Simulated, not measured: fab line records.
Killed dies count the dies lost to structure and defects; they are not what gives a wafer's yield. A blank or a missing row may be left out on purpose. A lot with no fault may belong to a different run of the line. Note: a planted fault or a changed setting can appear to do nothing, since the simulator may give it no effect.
Struck lot and sound lot, side by side + flow nandHarc + 44 out of 1302 route steps
Sound: wafers L518.1, L518.3, L518.5. Wafers L521.2, L521.4, L521.5 were the ones struck. The cause comes at the end.
For every step that has rows: the tool of each side, followed by ch and its chambers, followed by its first start. Under that, the readings that differ: sound wafers + struck wafers + difference of the means + sigmas: that difference in standard deviations of wafers without a fault.
alike: readings with means less than 2 such deviations apart, plus words and numbers identical on both sides. not compared: withheld readings, readings lacking a value on some wafer, bounds such as >300 that could conceal the same value, and numbers that have no deviation in the record and whose values overlap.
A row with sigmas, a row that says differs or no value, or rows on one side alone: a step with any of these is where the two part. When numbers do not overlap yet have no deviation, they are printed without sigmas and do not part them. A reading missing from all wafers of one side parts the sides only when that side holds two or more wafers.

first, 1 step without rows for these wafers: NHARC_P_STI_ANNEAL_34 (time 1800 s).
NHARC_P_STI_CMP_21: polishes, t overpolish 20 s, target thk 380.67 nm.
  sound on cmp-03 ch 0,1, day 4 11:38; struck on cmp-01 ch 0,3, day 5 17:32
  alike: motorCurrentA, overpolishRunS, retainingRingPressureFrac, slurryFilterDpKPa
then, 7 steps without rows for these wafers: NHARC_P_STI_SRD_35; NHARC_P_STI_ETCH_36 (etches SiO2 in dHF, target depth 38.8 nm); NHARC_P_STI_STRIP_24 (strips Si3N4 in H3PO4); NHARC_P_STI_ETCH_37 (etches SiO2 in dHF, target depth 11 nm); NHARC_P_STI_PRECLEAN_38 (cleans in SC1); NHARC_P_STI_SRD_39; NHARC_P_STI_OXIDE_40 (material SiO2, target thk 10 nm, ox time 1362 s).
NHARC_P_STI_INSPECT_25:
  sound on defectInspect-01, day 4 20:06; struck on defectInspect-02, day 6 01:39
  alike: rawDefectCount
then, 1 step without rows for these wafers: NHARC_P_GATE_ETCH_69 (etches SiO2 in dHF, target depth 14 nm).
NHARC_P_GATE_PRECLEAN_70: cleans in SC1.
  sound on wetBench-02 ch 2,4,5, day 4 20:15; struck on wetBench-02 ch 2,5,7, day 6 01:49
  alike: bathGuardTempC
then, 10 steps without rows for these wafers: NHARC_P_GATE_SRD_01; NHARC_P_GATE_OXIDE_02 (material SiO2, target thk 37.5 nm, ox time 365 s); NHARC_P_GATE_DEHYDRATE_03 (time 120 s); NHARC_P_GATE_HMDS_04 (time 30 s); NHARC_P_GATE_COAT_05; NHARC_P_GATE_SOFTBAKE_06 (time 95 s); NHARC_P_GATE_EBR_07; NHARC_P_GATE_EXPOSE_08 (exposes mask P HV); NHARC_P_GATE_PEB_09 (peb time 85 s); NHARC_P_GATE_DEVELOP_10 (time 70 s).
NHARC_P_GATE_CD_MEAS_11: target cd 1640 nm.
  sound on cdSem-01 ch 0, day 5 05:09; struck on cdSem-03 ch 0, day 6 13:19
| reading   | sound                | struck               | difference | sigmas |
|-----------|----------------------|----------------------|------------|--------|
| cdNm (nm) | 1636.2 1636.8 1638.0 | 1639.9 1639.9 1639.8 | +2.9       | +2     |
then, 1 step without rows for these wafers: NHARC_P_GATE_HARDBAKE_12 (time 80 s).
NHARC_P_GATE_DESCUM_13: chemistry O2, time 3 s.
  sound on rieDiel-12 ch 0,2,3, day 5 05:19; struck on rieDiel-05 ch 1,2, day 6 13:28
  alike: drypumpMotorCurrentA, oesProductAu, rfVppV, showerheadPlenumPTorr, throttleValvePct
  not compared: rfHoursCounterH
then, 6 steps without rows for these wafers: NHARC_P_GATE_ETCH_14 (etches SiO2 in dHF, target depth 48.8 nm); NHARC_P_GATE_STRIP_15 (strips in SPM, time 780 s); NHARC_P_GATE_PRECLEAN_71 (cleans in SC1); NHARC_P_GATE_SRD_72; NHARC_P_GATE_OXIDE_16 (material SiO2, target thk 3 nm, ox time 392 s); NHARC_P_GATE_CVD_17 (deposits poly-Si, target thk 150 nm, time 900 s).
NHARC_P_GATE_HM_DEP_102: deposits aC, target thk 120 nm.
  sound on aclDep-02 ch 0, day 5 20:36; struck on aclDep-02 ch 0, day 7 04:23
  alike: throttleValvePct
NHARC_P_GATE_DEP_103: deposits SiON, target thk 30 nm.
  sound on pecvd-02 ch 0,2, day 5 21:17; struck on pecvd-02 ch 0,1,2, day 7 05:00
  alike: heaterPowerW
then, 8 steps without rows for these wafers: NHARC_P_GATE_DEHYDRATE_18 (time 120 s); NHARC_P_GATE_HMDS_19 (time 30 s); NHARC_P_GATE_COAT_20 (resist thk 90 nm); NHARC_P_GATE_SOFTBAKE_21 (time 55 s); NHARC_P_GATE_EBR_22; NHARC_P_GATE_EXPOSE_23 (exposes mask P GATE, target cd 120 nm); NHARC_P_GATE_PEB_24 (peb time 65 s); NHARC_P_GATE_DEVELOP_25 (develop time 35 s).
NHARC_P_GATE_INSPECT_28:
  sound on defectInspect-01, day 5 22:05; struck on defectInspect-02, day 7 05:45
| reading        | sound | struck      | difference | sigmas      |
|----------------|-------|-------------|------------|-------------|
| rawDefectCount | 3 4 4 | 455 431 453 | +443       | +99 or more |
NHARC_P_GATE_INSPECT_68:
  sound on defectInspect-02, day 6 16:30; struck on defectInspect-01, day 8 00:02
| reading        | sound       | struck      | difference | sigmas |
|----------------|-------------|-------------|------------|--------|
| rawDefectCount | 265 190 161 | 533 539 585 | +347       | +5     |
-- break in the record here, with 18 days between the starts of the struck wafers on either side (left off in module P_GATE, picked up again in module END, where the first step shown is number 1302 on the route) --
NHARC_END_SORT_01:
  only the struck wafers appear in the record here, on prober-01 ch 0 at day 26 03:13; the sound ones have no rows

== WHERE THEY PART ==
At NHARC_P_GATE_CD_MEAS_11 first; at NHARC_END_SORT_01 last (within this record only).

WHY: what had been put in by the simulator
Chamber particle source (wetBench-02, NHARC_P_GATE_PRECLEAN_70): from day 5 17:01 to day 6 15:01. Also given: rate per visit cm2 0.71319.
